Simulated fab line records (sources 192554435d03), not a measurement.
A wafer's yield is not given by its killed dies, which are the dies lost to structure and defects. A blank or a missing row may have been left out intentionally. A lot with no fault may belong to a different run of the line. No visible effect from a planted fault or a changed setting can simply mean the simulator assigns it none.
Which tool did it?    flow n5-finfet    Sampling: 24 lots, 72 wafers, 5 of 1938 route steps

WHAT THE GAUGES SHOWED, per wafer
N5_GATE_CUT_THK_MEAS_24.
lot   measured      on             GC_FILL_THK (nm)
L074  day 4 14:20   film-metro-02  213.2 217.0 214.6
L075  day 4 21:56   film-metro-02  216.4 220.2 218.8
L076  day 5 05:59   film-metro-02  216.1 218.9 220.2
L077  day 5 08:01   film-metro-01  218.7 221.6 221.4
L078  day 5 14:43   film-metro-01  218.7 219.9 221.1
L079  day 6 00:23   film-metro-02  221.9 220.8 223.1
L080  day 6 02:31   film-metro-01  218.8 218.1 221.3
L081  day 6 08:55   film-metro-01  216.8 219.8 221.2
L082  day 6 16:13   film-metro-01  215.2 217.4 221.4
L083  day 6 21:22   film-metro-01  217.9 215.4 215.9
L084  day 7 08:42   film-metro-01  217.3 217.0 220.1
L085  day 7 10:10   film-metro-02  214.5 216.4 217.4
L086  day 7 18:31   film-metro-01  218.5 219.0 220.5
L087  day 8 00:19   film-metro-02  216.5 215.3 219.4
L088  day 8 01:25   film-metro-02  220.6 221.9 220.1
L089  day 8 08:37   film-metro-02  216.4 218.3 218.1
L090  day 8 16:40   film-metro-01  218.0 220.1 220.6
L091  day 8 22:33   film-metro-01  217.8 220.2 218.6
L092  day 9 04:02   film-metro-02  218.2 217.4 219.4
L093  day 9 10:25   film-metro-01  219.1 223.3 222.6
L094  day 9 18:13   film-metro-02  214.2 219.3 217.5
L095  day 10 00:42  film-metro-01  216.9 218.8 220.0
L096  day 10 03:49  film-metro-01  215.3 213.6 220.6
L097  day 10 13:23  film-metro-02  218.3 218.2 219.1

N5_MOL_CONTACT_COAG_INSPECT_57: inspects for defects (brightfield).
lot   measured      on                 raw-defect-count
L074  day 5 01:05   defect-inspect-01  255 328 239
L075  day 5 08:44   defect-inspect-02  174 213 173
L076  day 5 18:01   defect-inspect-01  123 240 207
L077  day 5 22:51   defect-inspect-02  200 95 150
L078  day 6 02:35   defect-inspect-01  164 264 225
L079  day 6 10:48   defect-inspect-02  227 140 188
L080  day 6 14:41   defect-inspect-02  147 178 123
L081  day 6 20:21   defect-inspect-02  159 114 189
L082  day 7 08:59   defect-inspect-02  210 185 137
L083  day 7 09:02   defect-inspect-02  213 170 276
L084  day 7 22:32   defect-inspect-02  170 162 212
L085  day 7 22:52   defect-inspect-01  179 266 185
L086  day 8 05:31   defect-inspect-02  198 165 145
L087  day 8 11:12   defect-inspect-01  104 118 188
L088  day 8 15:13   defect-inspect-01  175 209 162
L089  day 8 21:30   defect-inspect-02  242 241 165
L090  day 9 04:46   defect-inspect-02  123 113 158
L091  day 9 12:12   defect-inspect-02  228 151 203
L092  day 9 14:59   defect-inspect-01  343 283 319
L093  day 9 23:28   defect-inspect-02  192 142 218
L094  day 10 04:44  defect-inspect-01  176 254 220
L095  day 10 11:54  defect-inspect-02  187 210 204
L096  day 10 15:43  defect-inspect-02  325 203 165
L097  day 11 00:43  defect-inspect-01  291 408 274

N5_MOL_CONTACT_COAG_OVL_MEAS_41.
lot   measured      on          VD_OVL (nm)
L074  day 5 02:16   overlay-02  0.1 0.7 -0.4
L075  day 5 09:56   overlay-02  0.0 1.1 0.7
L076  day 5 19:36   overlay-01  -0.4 -0.9 -0.8
L077  day 6 00:34   overlay-02  0.1 -1.9 0.0
L078  day 6 04:37   overlay-01  -0.6 -0.5 -0.7
L079  day 6 12:10   overlay-01  -1.1 -0.2 -1.2
L080  day 6 16:28   overlay-01  -0.2 -0.4 -0.5
L081  day 6 21:56   overlay-02  0.3 -0.1 -0.3
L082  day 7 10:34   overlay-01  -1.2 -0.7 -1.6
L083  day 7 10:37   overlay-02  -0.3 0.1 -0.9
L084  day 8 00:14   overlay-02  0.1 0.0 0.1
L085  day 8 00:31   overlay-01  -1.1 0.4 0.6
L086  day 8 07:07   overlay-02  -1.3 -0.3 -0.5
L087  day 8 12:55   overlay-02  0.4 0.5 -0.7
L088  day 8 16:47   overlay-02  -0.4 0.5 0.0
L089  day 8 23:02   overlay-02  -0.5 -0.1 0.6
L090  day 9 06:14   overlay-01  -0.3 0.0 -0.7
L091  day 9 13:47   overlay-01  -0.1 -0.6 0.3
L092  day 9 16:13   overlay-01  -0.3 -0.7 -0.4
L093  day 10 01:19  overlay-02  0.6 -0.4 1.3
L094  day 10 05:58  overlay-02  -0.4 0.0 -0.7
L095  day 10 13:23  overlay-01  -0.3 -1.5 -1.6
L096  day 10 17:02  overlay-01  0.0 0.3 -0.4
L097  day 11 02:21  overlay-01  -0.2 0.0 -0.3

WHAT TOOL EACH LOT RAN ON (gives the tool, then ch and the chambers of the sampled wafers, and finally the start)
lot   N5_MOL_CONTACT_COAG_ALD_131        N5_MOL_CONTACT_COAG_ETCH_47
L074  ald-sin-02 ch 1,2, day 5 01:15     rie-diel-05 ch 0,1,3, day 5 01:41
L075  ald-sin-04 ch 0,2, day 5 08:54     rie-diel-05 ch 0,1,2, day 5 09:21
L076  ald-sin-04 ch 0,2, day 5 18:10     rie-diel-05 ch 0,2, day 5 18:54
L077  ald-sin-02 ch 1,2,3, day 5 23:25   rie-diel-01 ch 1,2,3, day 5 23:59
L078  ald-sin-02 ch 0,1,2, day 6 03:01   rie-diel-05 ch 0,2, day 6 03:55
L079  ald-sin-04 ch 0,1,2, day 6 10:58   rie-diel-03 ch 0,1,3, day 6 11:33
L080  ald-sin-01 ch 0,1, day 6 15:18     rie-diel-05 ch 0,1, day 6 15:44
L081  ald-sin-04 ch 0,2,3, day 6 20:48   rie-diel-01 ch 0,1,3, day 6 21:14
L082  ald-sin-02 ch 0,1,3, day 7 09:14   rie-diel-01 ch 1,2,3, day 7 09:50
L083  ald-sin-02 ch 0,1,3, day 7 09:24   rie-diel-05 ch 0,2,3, day 7 09:52
L084  ald-sin-01 ch 0,1,3, day 7 23:05   rie-diel-05 ch 2,3, day 7 23:32
L085  ald-sin-04 ch 0,2,3, day 7 23:25   rie-diel-01 ch 0,1,3, day 7 23:56
L086  ald-sin-04 ch 0,3, day 8 05:41     rie-diel-01 ch 0,1, day 8 06:13
L087  ald-sin-02 ch 0,3, day 8 11:47     rie-diel-01 ch 0,3, day 8 12:20
L088  ald-sin-01 ch 1,2,3, day 8 15:37   rie-diel-03 ch 0,2, day 8 16:04
L089  ald-sin-01 ch 0,1,3, day 8 22:00   rie-diel-05 ch 1,3, day 8 22:26
L090  ald-sin-02 ch 0,1,3, day 9 05:13   rie-diel-03 ch 1,2,3, day 9 05:39
L091  ald-sin-04 ch 0,1,2, day 9 12:46   rie-diel-01 ch 1,2, day 9 13:12
L092  ald-sin-02 ch 1,3, day 9 15:10     rie-diel-05 ch 0,2, day 9 15:36
L093  ald-sin-02 ch 0,3, day 10 00:00    rie-diel-01 ch 2,3, day 10 00:36
L094  ald-sin-02 ch 0,1,3, day 10 04:56  rie-diel-03 ch 0,2,3, day 10 05:23
L095  ald-sin-04 ch 0,3, day 10 12:22    rie-diel-03 ch 0,2,3, day 10 12:49
L096  ald-sin-02 ch 0,2,3, day 10 15:53  rie-diel-03 ch 0,1,2, day 10 16:19
L097  ald-sin-01 ch 0,1,3, day 11 01:20  rie-diel-05 ch 1,2, day 11 01:46
- N5_MOL_CONTACT_COAG_ALD_131: deposits SiO2, target thk 5 nm, pulse time 1 s, co reactant pulse time 1 s.
- N5_MOL_CONTACT_COAG_ETCH_47: etches SiNx in CH3F/O2, stops on W, target depth 27 nm.

WHAT THE TOOLS THEMSELVES READ (means of the sampled wafers that have a number; where no wafer has one, the mark that the record gives instead)
N5_MOL_CONTACT_COAG_ALD_131.
lot   tool        chamber-pressure-Torr (Torr)  heater-power-w (W)  precursor-pulse-height-rel
L074  ald-sin-02  1.999                         82                  0.974
L075  ald-sin-04  1.999                         78                  1.002
L076  ald-sin-04  2.005                         81                  1.011
L077  ald-sin-02  2.000                         75                  0.991
L078  ald-sin-02  2.000                         76                  1.020
L079  ald-sin-04  1.997                         82                  1.004
L080  ald-sin-01  2.001                         83                  0.989
L081  ald-sin-04  2.002                         74                  0.994
L082  ald-sin-02  1.997                         80                  0.980
L083  ald-sin-02  2.002                         78                  0.989
L084  ald-sin-01  2.000                         82                  0.987
L085  ald-sin-04  1.999                         75                  1.003
L086  ald-sin-04  1.995                         71                  1.006
L087  ald-sin-02  2.003                         70                  0.996
L088  ald-sin-01  1.997                         80                  0.983
L089  ald-sin-01  1.999                         80                  1.021
L090  ald-sin-02  2.000                         79                  0.978
L091  ald-sin-04  1.998                         79                  0.987
L092  ald-sin-02  2.000                         76                  0.989
L093  ald-sin-02  1.999                         70                  1.004
L094  ald-sin-02  2.003                         78                  1.017
L095  ald-sin-04  2.003                         68                  0.993
L096  ald-sin-02  2.001                         70                  0.991
L097  ald-sin-01  2.001                         84                  0.994

N5_MOL_CONTACT_COAG_ETCH_47.
lot   tool         drypump-motor-current-A (A)  etch-rf-on-time-s (s)  oes-product-au (a.u.)  rf-vpp-V (V)  showerhead-plenum-p-Torr (Torr)  throttle-valve-pct (%)
L074  rie-diel-05  5.5                          30.9                   0.74                   304           2.00                             16.28
L075  rie-diel-05  5.4                          30.9                   0.73                   297           1.98                             16.26
L076  rie-diel-05  5.4                          31.4                   0.68                   287           1.99                             16.32
L077  rie-diel-01  5.5                          31.1                   0.67                   292           2.00                             16.56
L078  rie-diel-05  5.4                          31.2                   0.68                   287           1.99                             16.34
L079  rie-diel-03  5.3                          31.4                   0.67                   301           1.98                             16.57
L080  rie-diel-05  5.3                          31.0                   0.75                   306           1.97                             16.24
L081  rie-diel-01  5.5                          31.6                   0.64                   293           2.05                             16.55
L082  rie-diel-01  5.5                          30.9                   0.66                   292           2.00                             16.58
L083  rie-diel-05  5.6                          30.8                   0.75                   295           2.00                             16.18
L084  rie-diel-05  6.1                          30.7                   0.75                   299           1.98                             16.14
L085  rie-diel-01  5.5                          31.6                   0.72                   292           2.05                             16.39
L086  rie-diel-01  5.3                          31.1                   0.69                   287           2.06                             16.59
L087  rie-diel-01  5.6                          31.2                   0.74                   299           2.03                             16.22
L088  rie-diel-03  5.7                          31.1                   0.70                   297           1.99                             16.59
L089  rie-diel-05  5.8                          31.0                   0.75                   311           1.94                             16.24
L090  rie-diel-03  5.5                          30.7                   0.79                   306           2.13                             16.22
L091  rie-diel-01  5.3                          31.6                   0.69                   287           2.09                             16.63
L092  rie-diel-05  5.4                          31.3                   0.65                   288           1.98                             16.39
L093  rie-diel-01  5.8                          30.9                   0.79                   297           2.10                             16.33
L094  rie-diel-03  5.6                          30.7                   0.71                   302           2.05                             16.45
L095  rie-diel-03  5.6                          31.2                   0.71                   304           2.05                             16.45
L096  rie-diel-03  5.5                          30.5                   0.74                   301           2.06                             16.42
L097  rie-diel-05  5.6                          31.6                   0.66                   304           1.92                             16.44

THE ANSWER, worked out from the rows above alone
Rule: the lots themselves supply what counts as usual. The widest of any qualifying gaps counts: lots, ordered by their means at a reading, are off when they make up no more than a third of the lots, leave a main group of 4 or more, and stand apart from it by 3 or more times the standard deviation of that group's means. A main group whose means are all the same, to the digits that the tables above print for the reading, isn't used. A lot without any number at a reading at which 4 lots or more have one is off too. Any other lot the step has rows for is counted as sound. Order of review: gauges by route order, followed by the tools' own readings, for which a lot's mean as printed above is used. At the first step where some lot is off, the reading lying furthest off is the one used; lots without a number count as furthest.
Across all readings shown, no lot is off: no conclusion can be drawn from this.

WHAT THE SIMULATOR HAD INSERTED
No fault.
